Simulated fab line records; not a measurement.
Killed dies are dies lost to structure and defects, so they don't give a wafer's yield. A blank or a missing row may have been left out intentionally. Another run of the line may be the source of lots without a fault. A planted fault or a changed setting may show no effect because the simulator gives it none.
Matching of chambers / flow nand-harc / NHARC_A_WL_FILL_ALD_19 on ald-metal-03 has 4 sister chambers
The step deposits TiN, target thk 2 nm, pulse time 3 s, ald cycles 100. 4 wafers are shown with their chamber, then 7 later ones without.

## WAFERS, EACH WITH ITS CHAMBER
wafer=L090.2; chamber=2; heater-power-w (W)=1131
wafer=L093.1; chamber=1; heater-power-w (W)=1108
wafer=L095.1; chamber=3; heater-power-w (W)=1235
wafer=L095.2; chamber=0; heater-power-w (W)=1026

## WAFERS WITH NO CHAMBER GIVEN
wafer=L095.3; heater-power-w (W)=1112
wafer=L097.1; heater-power-w (W)=1049
wafer=L097.2; heater-power-w (W)=1066
wafer=L097.3; heater-power-w (W)=1147
wafer=L097.4; heater-power-w (W)=1253
wafer=L097.5; heater-power-w (W)=1118
wafer=L097.6; heater-power-w (W)=1097

## EACH ONE'S CHAMBER
wafer=L095.3; from the rows above=can't be placed: 1 or 2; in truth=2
wafer=L097.1; from the rows above=can't be placed: 0 or 1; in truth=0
wafer=L097.2; from the rows above=can't be placed: 0 or 1 or 2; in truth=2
wafer=L097.3; from the rows above=can't be placed: 2 or 1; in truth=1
wafer=L097.4; from the rows above=3; in truth=3
wafer=L097.5; from the rows above=can't be placed: 1 or 2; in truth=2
wafer=L097.6; from the rows above=can't be placed: 1 or 2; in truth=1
1 of 7 placed correctly. Can't be placed from these rows: 6 (the true chamber is among the candidates in 6). Wrongly placed: 0.
How it was worked out, from the rows above alone: a wafer's distance from a chamber is the root of the sum, over the readings, of the square of ((its reading less the chamber's mean) divided by the reading's scatter). The wafer belongs to the nearest chamber; if the next one is less than 2 further off, it can't be placed. Each chamber's mean is taken over the wafers shown for it. The scatter: root of mean squared gap, hidden wafer to nearest shown wafer, with one shown wafer a chamber.
